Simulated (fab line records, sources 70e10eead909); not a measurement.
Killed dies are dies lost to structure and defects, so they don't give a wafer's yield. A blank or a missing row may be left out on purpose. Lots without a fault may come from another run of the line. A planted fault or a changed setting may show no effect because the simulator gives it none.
Chamber matching | flow nand_harc | NHARC_P_CONTACT_CMP_01 on cmp-03: 4 sister chambers
The step polishes SiO2, target thk 200 nm. 8 wafers are shown with their chamber, then 7 later ones without.

WAFERS WITH THEIR CHAMBER
wafer  | chamber | motor_current_A (A)
L533.6 | 0       | 14.4
L534.4 | 2       | 12.2
L542.4 | 1       | 11.6
L542.5 | 2       | 12.7
L545.1 | 1       | 12.0
L545.5 | 0       | 14.8
L547.4 | 3       | 10.2
L547.5 | 3       | 9.9

WAFERS WITHOUT THEIR CHAMBER
wafer  | motor_current_A (A)
L547.6 | 13.3
L551.1 | 11.6
L551.2 | 14.4
L551.3 | 9.6
L553.3 | 10.7
L553.5 | 11.9
L553.6 | 13.8

WHICH CHAMBER EACH WENT THROUGH
wafer  | from the rows above     | in truth
L547.6 | can't be placed: 2 or 0 | 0
L551.1 | 1                       | 1
L551.2 | 0                       | 0
L551.3 | 3                       | 3
L553.3 | can't be placed: 3 or 1 | 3
L553.5 | can't be placed: 1 or 2 | 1
L553.6 | can't be placed: 0 or 2 | 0
Placed correctly: 3 of 7. Can't be placed from these rows: 4 (the true chamber is among the candidates in 4). Placed wrongly: 0.
How it was worked out, from the rows above alone: a wafer's distance from a chamber is the root of the sum, over the readings, of the square of ((its reading less the chamber's mean) divided by the reading's scatter). The wafer belongs to the nearest chamber; if the next one is less than 2 further off, it can't be placed. A chamber's mean is the mean of its shown wafers. The scatter: the root of (the sum of the squares of (reading less its chamber's mean) over the shown wafers, divided by (wafers less chambers)).
